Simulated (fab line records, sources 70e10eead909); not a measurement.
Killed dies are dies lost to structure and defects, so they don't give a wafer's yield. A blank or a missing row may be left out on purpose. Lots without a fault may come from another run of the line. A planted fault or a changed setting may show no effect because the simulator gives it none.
A struck lot beside a sound one | flow nand_harc | 14 steps out of a route of 1302
Sound: wafers L995.2, L995.4, L995.5. Struck: wafers L103.2, L103.3, L103.5. The cause comes at the end.
At each step with rows: each side's tool, then ch and its chambers, then its first start. Under that, the readings that differ: sound wafers | struck wafers | difference of the means | sigmas: that difference in standard deviations of wafers without a fault.
alike: readings whose means differ by less than 2 such deviations, and words and numbers that are the same on both sides. not compared: withheld readings, readings that some wafer has no value for, bounds like >300 that may hide the same value, and numbers for which the record gives no deviation and whose values overlap.
The two part at a step that has a row with sigmas, a row that says differs or no value, or rows on one side only. Numbers that don't overlap but have no deviation are shown without sigmas and don't part them. A reading that every wafer of one side lacks parts them only if that side has two wafers or more.

NHARC_A_ONON_D2_THK_MEAS_02: measures by ellipsometry.
  sound on film_metro-01, day 16 20:34; struck on film_metro-01, day 19 16:40
  alike: thk_nm
then, 1 step without rows for these wafers: NHARC_A_ONON_D2_DEP_03 (target thk 1000 nm).
NHARC_A_ONON_D2_THK_MEAS_05: measures by ellipsometry.
  sound on film_metro-01, day 16 21:08; struck on film_metro-02, day 19 17:13
  alike: thk_nm
then, 1 step without rows for these wafers: NHARC_A_ONON_D2_DEP_06 (target thk 1000 nm).
NHARC_A_ONON_D2_THK_MEAS_08: measures by ellipsometry.
  sound on film_metro-01, day 16 21:42; struck on film_metro-02, day 19 17:47
  alike: thk_nm
then, 1 step without rows for these wafers: NHARC_A_ONON_D2_DEP_09 (target thk 1000 nm).
NHARC_A_ONON_D2_THK_MEAS_11: measures by ellipsometry.
  sound on film_metro-01, day 16 22:16; struck on film_metro-01, day 19 18:21
  reading     | sound       | struck         | difference | sigmas
  thk_nm (nm) | 987 989 986 | 1003 1006 1004 | +17        | +2
then, 1 step without rows for these wafers: NHARC_A_ONON_D2_DEP_12 (target thk 1000 nm).
NHARC_A_ONON_D2_THK_MEAS_14: measures by ellipsometry.
  sound on film_metro-01, day 16 22:50; struck on film_metro-01, day 19 18:55
  alike: thk_nm
then, 2 steps without rows for these wafers: NHARC_A_ONON_D2_ANNEAL_15 (time 3600 s); NHARC_A_ONON_D2_DEP_16 (target thk 1000 nm).
NHARC_A_ONON_D2_THK_MEAS_18: measures by ellipsometry.
  sound on film_metro-01, day 17 07:25; struck on film_metro-01, day 20 02:19
  alike: thk_nm
NHARC_A_ONON_D2_DEP_19: target thk 1000 nm.
  sound on pecvd_onon-02 ch 0, day 17 07:32; struck on pecvd_onon-02 ch 0, day 20 02:26
  alike: n2o_flow_sccm
NHARC_A_ONON_D2_THK_MEAS_21: measures by ellipsometry.
  sound on film_metro-02, day 17 08:00; struck on film_metro-01, day 20 03:04
  reading     | sound       | struck      | difference | sigmas
  thk_nm (nm) | 996 995 994 | 676 674 677 | -319       | -34
  not compared: hold

WHERE THEY PART
First at NHARC_A_ONON_D2_THK_MEAS_11; last, within this record, at NHARC_A_ONON_D2_THK_MEAS_21.

WHY: what the simulator had put in
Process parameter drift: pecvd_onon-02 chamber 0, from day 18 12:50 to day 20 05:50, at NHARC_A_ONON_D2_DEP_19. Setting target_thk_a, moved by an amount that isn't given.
